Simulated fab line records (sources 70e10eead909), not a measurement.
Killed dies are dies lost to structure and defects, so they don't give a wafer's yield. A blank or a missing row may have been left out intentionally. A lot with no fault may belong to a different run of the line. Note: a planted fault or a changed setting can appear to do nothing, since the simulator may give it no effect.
Chamber matching | flow nand-harc | rie-diel-07 running NHARC_A_SLIT_DESCUM_14: 3 sister chambers
The step chemistry O2, time 3 s. 3 wafers are shown with their chamber, then 6 later ones without.

WAFERS, EACH WITH ITS CHAMBER
wafer  | chamber | drypump-motor-current-A (A)
L144.5 | 1       | 5.5
L148.4 | 0       | 5.7
L148.5 | 2       | 6.5

WAFERS WITHOUT THEIR CHAMBER
wafer  | drypump-motor-current-A (A)
L148.6 | 5.5
L154.3 | 5.7
L154.6 | 6.5
L153.1 | 6.4
L153.2 | 5.7
L153.4 | 5.7

WHICH CHAMBER EACH ONE RAN IN
wafer  | from the rows above | in truth
L148.6 | 1                   | 1
L154.3 | 0                   | 0
L154.6 | 2                   | 2
L153.1 | 2                   | 2
L153.2 | 0                   | 0
L153.4 | 0                   | 0
6 of 6 placed correctly. Not placeable from these rows: 0. Number placed wrongly: 0.
How it was worked out, from the rows above alone: a wafer's distance from a chamber is the root of the sum, over the readings, of the square of ((its reading less the chamber's mean) divided by the reading's scatter). The wafer belongs to the nearest chamber; if the next one is less than 2 further off, it can't be placed. Each chamber's mean is taken over the wafers shown for it. The scatter (one wafer shown for each chamber): square how far every hidden wafer sits from the nearest shown wafer, average those squares and take the square root.
